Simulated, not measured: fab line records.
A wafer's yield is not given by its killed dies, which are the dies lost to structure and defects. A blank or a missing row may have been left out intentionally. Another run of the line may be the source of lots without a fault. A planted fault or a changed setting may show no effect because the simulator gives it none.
fab line records	flow n5Finfet
record lots=7	wafers=21
route steps=1938 shown ZERO_LAYER@4 FIN_SAQP@99 DUMMY_GATE@225 SD_EPI_N@267
startH: hours from the record's opening day to when the first of the lot's shown wafers began	waitH: time in hours since the lot's previous step	" unchanged from the row above	L1.1+2: a single row standing in for several wafers	- no value present, or no start provided	* or withheld: withheld	< > ~ a bound
route shown NAME@n: a module of which the file shows steps, and the number in the route of the first	usual: the fault-free wafers' mean and standard deviation	same: alike in all rows	chamber/n: place in a boat	sites: per-site readings	_std_site: the standard deviation of these	_edge_site: outer sites' mean less inner sites'	radiusMm: how far each site lies from the wafer's centre	mask NAME#n: copy n	behind: the tool/chamber that last shaped the wafer	hold: what put the lot on hold/how long, in hours/how the hold closed	device: the transistor (n, p or np) that didn't switch	end of line: the same wafers' tests at the end of the route	a step given without rows: its recipe and nothing more	killed: dies that structure and defects cost at the first sort, which is not the same as the wafer's yield	map: a wafer's dies, x killed, . not, _ none there
set.NAME: the run value of the setting; set.NAME@STEP: its run value at that earlier step	model.NAME: the simulator's own value behind a step, which no gauge read
lots with deliberately changed settings; one table per step, one row per wafer
## steps
# step N5_ZERO_LAYER_PECVD_02
# recipe material=SiO2	targetThkA=100	tempC=400	precursor=SiH4/N2O	pressureTorr=0.75	rfW=275	timeS=6
lot.wafer	tool	chamber	startH	waitH	set.timeS	model.SiO2_of_ZERO_LAYER_PECVD_02.thkNm
L074.3	pecvd-03	0	12.29	0.0	6	9.941
L074.5	"	2	"	"	6	9.99
L074.6	"	1	"	"	6	9.967
L076.2	pecvd-03	2	24.28	0.0	6	9.88
L076.3	"	1	"	"	6	9.824
L076.4	"	2	"	"	6	9.828
L079.1	pecvd-03	1	42.28	0.0	6	9.855
L079.4	"	0	"	"	5.528	9.211
L079.6	"	1	"	"	5.528	9.002
L083.1	pecvd-01	1	66.28	0.0	6	9.926
L083.5	"	1	"	"	5.297	8.853
L083.6	"	0	"	"	5.297	8.907
L088.1	pecvd-01	0	96.28	0.0	6	9.77
L088.3	"	1	"	"	6.267	10.41
L088.5	"	2	"	"	6	9.81
L092.2	pecvd-04	0	120.28	0.0	6	9.991
L092.5	"	0	"	"	5.334	8.853
L092.6	"	2	"	"	6	10.01
L095.1	pecvd-04	1	138.28	0.0	6	9.871
L095.4	"	0	"	"	6.786	11.61
L095.5	"	1	"	"	6.786	11.32
# step N5_ZERO_LAYER_EXPOSE_08
# recipe maskId=ZERO	na=0.55	sourceShape=conventional	sigmaOuter=0.8	polarization=unpolarized	defocusNm=0	targetCdNm=2000	doseMj=16.2
lot.wafer	tool	chamber	startH	waitH	mask	set.doseMj
L074.3+5	krfScanner-01	0	12.48	-	ZERO#0	17.17
L074.6	"	0	"	"	ZERO#0	16.2
L076.2+3+4	krfScanner-01	0	24.60	-	ZERO#0	16.2
L079.1+4+6	krfScanner-02	0	42.59	-	ZERO#0	16.2
L083.1+5+6	krfScanner-01	0	66.47	-	ZERO#0	16.2
L088.1+3	krfScanner-01	0	96.59	-	ZERO#0	16.2
L088.5	"	0	"	"	ZERO#0	16.55
L092.2+5+6	krfScanner-02	0	120.60	-	ZERO#0	16.2
L095.1+4	krfScanner-01	0	138.59	-	ZERO#0	15.32
L095.5	"	0	"	"	ZERO#0	16.2
# step N5_ZERO_LAYER_PEB_09
# recipe pebTempC=withheld	pebTimeS=*
# step N5_ZERO_LAYER_DEVELOP_10
# recipe developTimeS=60	rinseLiquid=diw	dry=airSpin	devTempC=21
# step N5_ZERO_LAYER_HARDBAKE_23
# recipe tempC=130	timeS=120
# step N5_ZERO_LAYER_DESCUM_16
# recipe chemistry=O2	timeS=7.9	sourcePowerW=50	biasPowerW=20	pressureMtorr=20	rfFrequencyHz=2.712e+07	tempC=40	o2FlowSccm=225
lot.wafer	tool	chamber	startH	waitH	set.doseMj@ZERO_LAYER_EXPOSE_08	model.ZERO_LAYER.cdNm
L074.3+5	rieDiel-05	1,3	12.69	0.0	17.17	2012
L074.6	"	2	"	"	16.2	2002
L076.2	rieDiel-02	3	24.80	0.0	16.2	1999
L076.3	"	0	"	"	16.2	2005
L076.4	"	2	"	"	16.2	2002
L079.1	rieDiel-05	0	43.01	0.2	16.2	2002
L079.4	"	2	"	"	16.2	2001
L079.6	"	3	"	"	16.2	2004
L083.1	rieDiel-02	2	66.68	0.0	16.2	-
L083.5+6	"	2,0	"	"	16.2	2002
L088.1	rieDiel-02	1	96.92	0.2	16.2	2003
L088.3	"	0	"	"	16.2	2000
L088.5	"	2	"	"	16.55	2007
L092.2+6	rieDiel-01	2	120.80	0.0	16.2	2001
L092.5	"	1	"	"	16.2	2004
L095.1	rieDiel-05	2	138.84	0.1	15.32	1989
L095.4	"	3	"	"	15.32	1993
L095.5	"	3	"	"	16.2	1999
# step N5_FIN_SAQP_PECVD_48
# recipe material=SiNx	targetThkA=250	tempC=400	precursor=SiH4/NH3/N2	pressureTorr=1.5	rfW=300	timeS=22.1
lot.wafer	tool	chamber	startH	waitH	set.timeS	model.SiNx_of_FIN_SAQP_PECVD_48.thkNm
L074.3	pecvd-03	1	20.68	0.0	22.1	24.76
L074.5	"	0	"	"	22.1	25.32
L074.6	"	2	"	"	22.1	25.2
L076.2	pecvd-03	1	34.26	0.0	22.1	25.14
L076.3	"	2	"	"	22.1	25.12
L076.4	"	0	"	"	22.1	25.46
L079.1	pecvd-03	2	51.28	0.0	23.56	26.51
L079.4	"	0	"	"	22.1	25.16
L079.6	"	1	"	"	22.1	25.4
L083.1	pecvd-02	0	75.30	0.0	19.67	22.25
L083.5	"	0	"	"	19.67	22.79
L083.6	"	2	"	"	22.1	25.2
L088.1	pecvd-03	1	105.73	0.0	21.21	24.01
L088.3	"	0	"	"	22.1	24.81
L088.5	"	1	"	"	22.1	25.64
L092.2	pecvd-02	0	129.83	0.0	20.02	22.5
L092.5	"	0	"	"	20.02	22.91
L092.6	"	2	"	"	20.02	22.62
L095.1	pecvd-04	1	147.67	0.0	22.1	25.6
L095.4	"	0	"	"	25.1	28.82
L095.5	"	1	"	"	22.1	25.26
# step N5_FIN_SAQP_PECVD_06
# recipe material=a-Si	targetThkA=600	tempC=400	precursor=SiH4/He	pressureTorr=3	rfW=100	timeS=48.1
lot.wafer	tool	chamber	startH	waitH	set.timeS	model.a-Si_of_FIN_SAQP_PECVD_06.thkNm
L074.3	pecvd-03	1	20.72	0.0	48.1	59.65
L074.5	"	0	"	"	54.78	68.05
L074.6	"	2	"	"	54.78	67.82
L076.2	pecvd-03	1	34.30	0.0	48.1	59.38
L076.3	"	2	"	"	48.1	59.29
L076.4	"	0	"	"	48.1	60.32
L079.1	pecvd-03	2	51.32	0.0	48.1	59.63
L079.4	"	0	"	"	41.9	52.81
L079.6	"	1	"	"	48.1	60.89
L083.1	pecvd-02	0	75.34	0.0	48.1	59.17
L083.5	"	0	"	"	53.9	67.92
L083.6	"	2	"	"	53.9	67.52
L088.1	pecvd-03	1	105.77	0.0	48.1	59.45
L088.3	"	0	"	"	48.1	59.21
L088.5	"	1	"	"	48.1	61.25
L092.2	pecvd-02	0	129.87	0.0	54.83	68.22
L092.5	"	0	"	"	48.1	60.7
L092.6	"	2	"	"	48.1	60.31
L095.1	pecvd-04	1	147.71	0.0	48.1	59.06
L095.4	"	0	"	"	44.78	55.35
L095.5	"	1	"	"	44.78	55.27
# step N5_FIN_SAQP_THK_MEAS_07
# usual thkNm=59.7/0.65
lot.wafer	tool	chamber	startH	waitH	set.timeS@FIN_SAQP_PECVD_06	thkNm
L074.3	filmMetro-02	-	20.81	0.1	48.1	59.7
L074.5	"	-	"	"	54.78	68.1
L074.6	"	-	"	"	54.78	67.8
L076.2	filmMetro-01	-	34.39	0.1	48.1	59.4
L076.3	"	-	"	"	48.1	59.3
L076.4	"	-	"	"	48.1	60.3
L079.1	filmMetro-01	-	51.41	0.1	48.1	59.6
L079.4	"	-	"	"	41.9	52.8
L079.6	"	-	"	"	48.1	60.9
L083.1	filmMetro-01	-	75.43	0.1	48.1	59.1
L083.5	"	-	"	"	53.9	67.9
L083.6	"	-	"	"	53.9	67.5
L088.1	filmMetro-02	-	105.86	0.1	48.1	59.5
L088.3	"	-	"	"	48.1	59.2
L088.5	"	-	"	"	48.1	61.2
L092.2	filmMetro-01	-	129.96	0.1	54.83	68.2
L092.5	"	-	"	"	48.1	60.7
L092.6	"	-	"	"	48.1	60.3
L095.1	filmMetro-01	-	147.80	0.1	48.1	59.0
L095.4	"	-	"	"	44.78	55.3
L095.5	"	-	"	"	44.78	55.3
# step N5_FIN_SAQP_MANDREL_ETCH_22
# recipe targetDepthA=600	chemistry=HBr/Cl2	target=a-Si	stopOn=SiNx	btTimeS=10	overEtchFrac=0.5	timeS=30	pressureMtorr=10	icpW=800	biasW=75	HBr_flow_sccm=150	Cl2_flow_sccm=80	ends=endPoint
lot.wafer	tool	chamber	startH	waitH	set.overEtchFrac	set.timeS@FIN_SAQP_PECVD_06	model.etch.depthNm
L074.3	rieSi-06	1	21.81	0.0	0.5	48.1	59.53
L074.5	"	3	"	"	0.5	54.78	67.94
L074.6	"	0	"	"	0.5	54.78	67.7
L076.2	rieSi-06	1	35.16	0.0	0.5	48.1	59.38
L076.3	"	0	"	"	0.5	48.1	59.29
L076.4	"	3	"	"	0.5	48.1	60.31
L079.1	rieSi-06	0	52.40	0.0	0.5	48.1	59.63
L079.4	"	1	"	"	0.5	41.9	52.81
L079.6	"	0	"	"	0.5174	48.1	60.8
L083.1	rieSi-06	0	76.29	0.0	0.5	48.1	59.17
L083.5	"	0	"	"	0.5	53.9	67.92
L083.6	"	1	"	"	0.5279	53.9	67.5
L088.1	rieSi-01	2	106.83	0.0	0.5	48.1	59.33
L088.3	"	1	"	"	0.5	48.1	59.21
L088.5	"	1	"	"	0.5	48.1	61.15
L092.2	rieSi-06	3	130.70	0.0	0.5	54.83	68.22
L092.5	"	3	"	"	0.5	48.1	60.68
L092.6	"	0	"	"	0.5	48.1	60.31
L095.1	rieSi-06	0	148.55	0.0	0.5	48.1	58.97
L095.4	"	2	"	"	0.5	44.78	55.24
L095.5	"	2	"	"	0.5175	44.78	55.15
# step N5_FIN_SAQP_STRIP_55
# recipe chemistry=N2/H2	powerW=500	tempC=40	pressureMtorr=50	rfFrequencyHz=6e+07	overashFraction=0.3	biasPowerW=28	h2Frac=0.5	n2FlowSccm=300	h2FlowSccm=300
# step N5_FIN_SAQP_STRIP_23
# recipe chemistry=SPM	timeS=750	tempC=130	h2so4H2o2VolRatio=4
# step N5_FIN_SAQP_MANDREL1_REMOVE_56
# recipe chemistry=HBr/Cl2/O2	btTimeS=10	target=a-Si	stopOn=SiNx	endpoint=OES-SiCl	overEtchFrac=1	icpW=600	biasW=22	HBr_flow_sccm=150	Cl2_flow_sccm=80	O2_flow_sccm=5	pressureMtorr=10
# step N5_FIN_SAQP_ETCH_57
# recipe chemistry=CH3F/O2	target=SiNx	maskMaterial=SiO2	targetDepthA=325	timeS=46.4	pressureMtorr=30	sourceW=395	biasW=73	Ar_flow_sccm=150	CH3F_flow_sccm=30	O2_flow_sccm=20	ionEnergyEv=120	ends=cleared
# usual etchRfOnTimeS=46.5/0.98
lot.wafer	tool	chamber	startH	waitH	set.timeS@FIN_SAQP_PECVD_48	etchRfOnTimeS	model.etch.depthNm
L074.3	rieDiel-03	0	23.59	0.0	22.1	46.3	24.71
L074.5	"	3	"	"	22.1	45.8	25.14
L074.6	"	2	"	"	22.1	46.6	25.18
L076.2	rieDiel-04	1	39.14	0.1	22.1	46.2	25.09
L076.3	"	2	"	"	22.1	47.1	25.1
L076.4	"	3	"	"	22.1	47.1	25.28
L079.1	rieDiel-04	2	55.05	0.0	23.56	50.1	26.49
L079.4	"	1	"	"	22.1	46.8	25.11
L079.6	"	1	"	"	22.1	46.9	25.23
L083.1	rieDiel-04	0	78.06	0.0	19.67	41.3	22.23
L083.5	"	3	"	"	19.67	43.2	22.77
L083.6	"	0	"	"	22.1	45.8	24.91
L088.1	rieDiel-06	2	108.61	0.0	21.21	43.7	24.01
L088.3	"	3	"	"	22.1	44.3	24.81
L088.5	"	2	"	"	22.1	46.6	25.64
L092.2	rieDiel-06	0	132.52	0.0	20.02	42.1	22.32
L092.5	"	0	"	"	20.02	42.9	22.73
L092.6	"	1	"	"	20.02	42.2	22.6
L095.1	rieDiel-03	3	150.32	0.0	22.1	46.8	25.58
L095.4	"	0	"	"	25.1	53.5	28.82
L095.5	"	0	"	"	22.1	46.6	25.23
# step N5_DUMMY_GATE_COAT_09
# recipe resist=CAR-EUV	spinRpm=1500	resistThkNm=30
lot.wafer	tool	chamber	startH	waitH	set.spinRpm	model.CAR-EUV_of_DUMMY_GATE_COAT_09.thkNm
L074.3	lithoTrack-03	0	-	-	1500	30
L074.5+6	"	0	"	"	1500	30.2
L076.2+3+4	lithoTrack-03	0	-	-	1500	30
L079.1	lithoTrack-01	0	-	-	1500	29.8
L079.4	"	0	"	"	1567	29.4
L079.6	"	0	"	"	1500	30
L083.1+6	lithoTrack-03	0	-	-	1500	30
L083.5	"	0	"	"	1500	30.2
L088.1+3	lithoTrack-04	0	-	-	1583	29.2
L088.5	"	0	"	"	1500	29.8
L092.2	lithoTrack-04	0	-	-	1363	31.4
L092.5+6	"	0	"	"	1500	30
L095.1	lithoTrack-03	0	-	-	1628	28.8
L095.4+5	"	0	"	"	1500	30
# step N5_DUMMY_GATE_EBR_11
# recipe solvent=PGMEA	ebrWidthMm=1.5
# step N5_DUMMY_GATE_SOFTBAKE_10
# recipe tempC=110	timeS=60	resist=CAR-EUV
# step N5_DUMMY_GATE_EXPOSE_12
# recipe maskId=GATE	na=0.33	sourceShape=annular	sigmaInner=0.2	sigmaOuter=0.6	polarization=unpolarized	targetCdNm=25	doseMj=34
# step N5_DUMMY_GATE_PEB_13
# recipe pebTempC=100	pebTimeS=60	resist=CAR-EUV
# step N5_DUMMY_GATE_DEVELOP_14
# recipe developTimeS=30	developer=TMAH	resist=CAR-EUV	rinseLiquid=surfactantRinse	dry=airSpin	devTempC=23
lot.wafer	tool	chamber	startH	waitH	set.spinRpm@DUMMY_GATE_COAT_09	model.CAR-EUV_of_DUMMY_GATE_COAT_09.thkNm
L074.3	lithoTrack-04	0	-	-	1500	29.6
L074.5+6	"	0	"	"	1500	29.8
L076.2+3+4	lithoTrack-01	0	-	-	1500	29.6
L079.1	lithoTrack-01	0	-	-	1500	29.4
L079.4	"	0	"	"	1567	28.8
L079.6	"	0	"	"	1500	29.6
L083.1+5+6	lithoTrack-01	0	-	-	1500	29.6
L088.1+3	lithoTrack-04	0	-	-	1583	28.6
L088.5	"	0	"	"	1500	29.4
L092.2	lithoTrack-01	0	-	-	1363	31
L092.5	"	0	"	"	1500	29.4
L092.6	"	0	"	"	1500	29.6
L095.1	lithoTrack-01	0	-	-	1628	28.4
L095.4	"	0	"	"	1500	29.4
L095.5	"	0	"	"	1500	29.6
# step N5_SD_EPI_N_EXPOSE_06
# recipe maskId=SD_N_BLK	na=1.35	sourceShape=conventional	sigmaOuter=0.8	polarization=unpolarized	targetCdNm=120	doseMj=39.75
lot.wafer	tool	chamber	startH	waitH	mask	set.doseMj
L074.3+5	arfiScanner-01	0	49.15	-	SD_N_BLK#0	39.75
L074.6	"	0	"	"	SD_N_BLK#0	41.19
L076.2+3+4	arfiScanner-02	0	62.95	-	SD_N_BLK#0	39.75
L079.1+4+6	arfiScanner-01	0	78.21	-	SD_N_BLK#0	39.75
L083.1	arfiScanner-01	0	103.78	-	SD_N_BLK#0	39.75
L083.5+6	"	0	"	"	SD_N_BLK#0	40.95
L088.1+3+5	arfiScanner-02	0	133.47	-	SD_N_BLK#0	39.75
L092.2+5+6	arfiScanner-03	0	156.24	-	SD_N_BLK#0	39.75
L095.1+5	arfiScanner-03	0	175.28	-	SD_N_BLK#0	41.68
L095.4	"	0	"	"	SD_N_BLK#0	39.75
# step N5_SD_EPI_N_PEB_07
# recipe pebTempC=110	pebTimeS=60	resist=CAR-ArF-block
# step N5_SD_EPI_N_DEVELOP_08
# recipe developTimeS=30	developer=TMAH	resist=CAR-ArF-block	devTempC=23	rinseLiquid=diw	dry=airSpin
# step N5_SD_EPI_N_CD_MEAS_09
# recipe targetCdNm=120	landingEnergyEv=500	detector=seInlens
# usual cdNm=120.6/0.69
lot.wafer	tool	chamber	startH	waitH	set.doseMj@SD_EPI_N_EXPOSE_06	cdNm
L074.3	cdSem-02	0	49.27	-	39.75	121.2
L074.5	"	0	"	"	39.75	122.1
L074.6	"	0	"	"	41.19	123.7
L076.2	cdSem-02	0	63.07	-	39.75	121.0
L076.3	"	0	"	"	39.75	121.6
L076.4	"	0	"	"	39.75	120.9
L079.1	cdSem-03	0	78.34	-	39.75	120.3
L079.4	"	0	"	"	39.75	120.3
L079.6	"	0	"	"	39.75	120.1
L083.1	cdSem-01	0	103.91	-	39.75	119.0
L083.5	"	0	"	"	40.95	121.7
L083.6	"	0	"	"	40.95	123.0
L088.1	cdSem-01	0	133.60	-	39.75	121.0
L088.3	"	0	"	"	39.75	120.9
L088.5	"	0	"	"	39.75	119.8
L092.2	cdSem-03	0	156.36	-	39.75	121.9
L092.5	"	0	"	"	39.75	121.6
L092.6	"	0	"	"	39.75	120.9
L095.1	cdSem-01	0	175.41	-	41.68	123.0
L095.4	"	0	"	"	39.75	120.3
L095.5	"	0	"	"	41.68	124.1
# step N5_SD_EPI_N_ETCH_16
# recipe chemistry=CHF3/O2	target=SiO2	targetDepthA=50	maskMaterial=SOC	pressureMtorr=30	sourceW=650	biasW=170	Ar_flow_sccm=200	CHF3_flow_sccm=50	O2_flow_sccm=5	ionEnergyEv=200
lot.wafer	tool	chamber	startH	waitH	set.targetDepthA	model.etch.depthNm
L074.3	rieDiel-04	3	49.97	0.1	50	4.932
L074.5+6	"	1,0	"	"	50	4.997
L076.2	rieDiel-03	1	63.77	0.1	50	5.061
L076.3	"	0	"	"	50	5.005
L076.4	"	3	"	"	50	5.075
L079.1	rieDiel-03	1	79.04	0.1	50	5.018
L079.4	"	2	"	"	50	4.961
L079.6	"	1	"	"	53.21	5.416
L083.1	rieDiel-06	3	104.61	0.1	54.94	5.716
L083.5	"	2	"	"	54.94	5.571
L083.6	"	1	"	"	50	5.062
L088.1	rieDiel-04	1	134.30	0.1	50	4.959
L088.3	"	2	"	"	44.43	4.332
L088.5	"	1	"	"	50	4.941
L092.2	rieDiel-03	0	157.06	0.1	50	5.002
L092.5	"	2	"	"	50	5
L092.6	"	1	"	"	50	5.078
L095.1	rieDiel-03	2	176.32	0.1	53.8	5.388
L095.4	"	0	"	"	53.8	5.325
L095.5	"	1	"	"	50	5.065
## key
split step=N5_ZERO_LAYER_PECVD_02	setting=timeS	stated=6	by=wafer
response step=N5_ZERO_LAYER_PECVD_02	reading=model.SiO2_of_ZERO_LAYER_PECVD_02.thkNm	change=+0.106	per=1%	r=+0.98
split step=N5_ZERO_LAYER_EXPOSE_08	setting=doseMj	stated=16.2	by=wafer
response step=N5_ZERO_LAYER_DESCUM_16	reading=model.ZERO_LAYER.cdNm	change=+1.65	per=1%	r=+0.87
split step=N5_FIN_SAQP_PECVD_48	setting=timeS	stated=22.1	by=wafer
response step=N5_FIN_SAQP_PECVD_48	reading=model.SiNx_of_FIN_SAQP_PECVD_48.thkNm	change=+0.242	per=1%	r=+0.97
response step=N5_FIN_SAQP_ETCH_57	reading=etchRfOnTimeS	change=*	per=1%	r=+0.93
response step=N5_FIN_SAQP_ETCH_57	reading=model.etch.depthNm	change=+0.237	per=1%	r=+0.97
split step=N5_FIN_SAQP_PECVD_06	setting=timeS	stated=48.1	by=wafer
response step=N5_FIN_SAQP_PECVD_06	reading=model.a-Si_of_FIN_SAQP_PECVD_06.thkNm	change=+0.599	per=1%	r=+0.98
response step=N5_FIN_SAQP_THK_MEAS_07	reading=thkNm	change=*	per=1%	r=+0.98
response step=N5_FIN_SAQP_MANDREL_ETCH_22	reading=model.etch.depthNm	change=+0.599	per=1%	r=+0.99
split step=N5_FIN_SAQP_MANDREL_ETCH_22	setting=overEtchFrac	stated=0.5	by=wafer
response none clear
split step=N5_DUMMY_GATE_COAT_09	setting=spinRpm	stated=1500	by=wafer
response step=N5_DUMMY_GATE_COAT_09	reading=model.CAR-EUV_of_DUMMY_GATE_COAT_09.thkNm	change=-0.138	per=1%	r=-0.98
response step=N5_DUMMY_GATE_DEVELOP_14	reading=model.CAR-EUV_of_DUMMY_GATE_COAT_09.thkNm	change=-0.148	per=1%	r=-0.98
split step=N5_SD_EPI_N_EXPOSE_06	setting=doseMj	stated=39.75	by=wafer
response step=N5_SD_EPI_N_CD_MEAS_09	reading=cdNm	change=+0.732	per=1%	r=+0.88
split step=N5_SD_EPI_N_ETCH_16	setting=targetDepthA	stated=50	by=wafer
response step=N5_SD_EPI_N_ETCH_16	reading=model.etch.depthNm	change=+0.0549	per=1%	r=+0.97
